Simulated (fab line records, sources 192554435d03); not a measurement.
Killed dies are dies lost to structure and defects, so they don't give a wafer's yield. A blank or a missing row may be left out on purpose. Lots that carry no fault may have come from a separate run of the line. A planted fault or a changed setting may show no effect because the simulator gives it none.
Split-lot experiment ; flow n5_finfet ; 7 lots, 21 wafers read, on a route of 1938 steps

== ON THE SPLIT ==
At N5_BEOL_M8_ETCH_65 (etches SiARC in CF4, target depth 15.6 nm, time 26 s), the setting source_w was moved away from the recipe's 545 W on 9 of the 21 wafers read, by -17.5% to +13.8%. This setting was run at the recipe's value on the other wafers.

Reading taken at the split's own step.

== THE READING ==
rf_vpp_V, in V, at N5_BEOL_M8_ETCH_65 (etches SiARC in CF4, target depth 15.6 nm, time 26 s). On this fab line, fault-free wafers typically give 184.2 V with a standard deviation of 1.3 V.

wafer;tool, chamber at the split;source_w as run, W;against the recipe;rf_vpp_V, V;against lot-mates on the recipe
L074.2;rie_diel-01, 3;545;recipe;183.2;-
L074.4;rie_diel-01, 1;545;recipe;184.0;-
L074.6;rie_diel-01, 2;449.4;-17.5%;194.5;+10.9
L075.2;rie_diel-01, 0;545;recipe;183.5;-
L075.4;rie_diel-01, 1;476.9;-12.5%;191.6;+8.1
L075.6;rie_diel-01, 1;476.9;-12.5%;192.7;+9.2
L082.3;rie_diel-06, 1;620.4;+13.8%;176.1;-7.6
L082.4;rie_diel-06, 3;545;recipe;182.8;-
L082.6;rie_diel-06, 2;545;recipe;184.5;-
L084.3;rie_diel-02, 0;604.1;+10.8%;177.1;no lot-mate on the recipe
L084.4;rie_diel-02, 3;604.1;+10.8%;176.8;no lot-mate on the recipe
L084.6;rie_diel-02, 2;604.1;+10.8%;179.4;no lot-mate on the recipe
L086.1;rie_diel-06, 0;545;recipe;185.0;-
L086.2;rie_diel-06, 3;545;recipe;185.3;-
L086.6;rie_diel-06, 2;545;recipe;183.9;-
L095.1;rie_diel-02, 3;594.3;+9.0%;181.2;-2.4
L095.4;rie_diel-02, 0;545;recipe;183.2;-
L095.6;rie_diel-02, 2;545;recipe;184.1;-
L093.1;rie_diel-06, 0;451.1;-17.2%;197.2;+13.4
L093.2;rie_diel-06, 3;545;recipe;183.6;-
L093.4;rie_diel-06, 1;545;recipe;184.0;-

THE FIT
A straight line over all 21 wafers: rf_vpp_V changes by -0.617 V for each +1% of source_w; r = -0.98; the points scatter about the line by 1.1 V.
The same after taking each lot's own level away (the mean of its wafers on the recipe; 18 wafers): -0.628 V for each +1%; r = -0.98; scatter 1.1 V.
According to that fit, moving source_w by its largest amount changes the reading by 11 V.
The span of the lots' own levels, 183.50 to 184.73 V, comes to 0.9 times the standard deviation stated above.
The two slopes are in agreement: the lot-to-lot level therefore moves the slope only a little.
Check: for one of the wafers moved furthest among these (-17.5%), held out of the fit, the line's prediction against its lot-mates is +11.7 V. Against them it came out at +10.9 V.
Tool readings at the split's step, against how far the setting was moved: etch_rf_on_time_s r = -0.96; rf_vpp_V r = -0.98.

== FURTHER SPLITS ON THESE WAFERS ==
These wafers also went through other splits before the reading. Each is held against what the fit with the lots' levels taken away leaves over:
other split on the same wafers;wafers away from the commonest value;r with rf_vpp_V (lot level and that fit taken away)
N5_BEOL_M6_EXPOSE_08 dose_mj;7;+0.07
N5_BEOL_M6_ETCH_62 time_s;8;+0.01
N5_BEOL_M7_PECVD_70 temp_c;10;-0.15
N5_BEOL_M7_COAT_05 spin_rpm;8;-0.29
N5_BEOL_M7_VIA_ETCH_34 time_s;6;+0.49
N5_BEOL_M7_TRENCH_ETCH_37 bias_w;8;-0.33

== THE WHOLE CHAIN: every reading that the file lists as answering this split, in the file's order ==
step;what it does;reading;change (the file's fit);r (the file's)
N5_BEOL_M8_ETCH_65;etches SiARC in CF4, target depth 15.6 nm, time 26 s;etch_rf_on_time_s;withheld for each +1% of the setting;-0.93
N5_BEOL_M8_ETCH_65;etches SiARC in CF4, target depth 15.6 nm, time 26 s;rf_vpp_V;-0.634 V for each +1% of the setting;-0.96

== FILE'S OWN FIT ==
rf_vpp_V changes by -0.634 V for each +1% of source_w, r = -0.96.
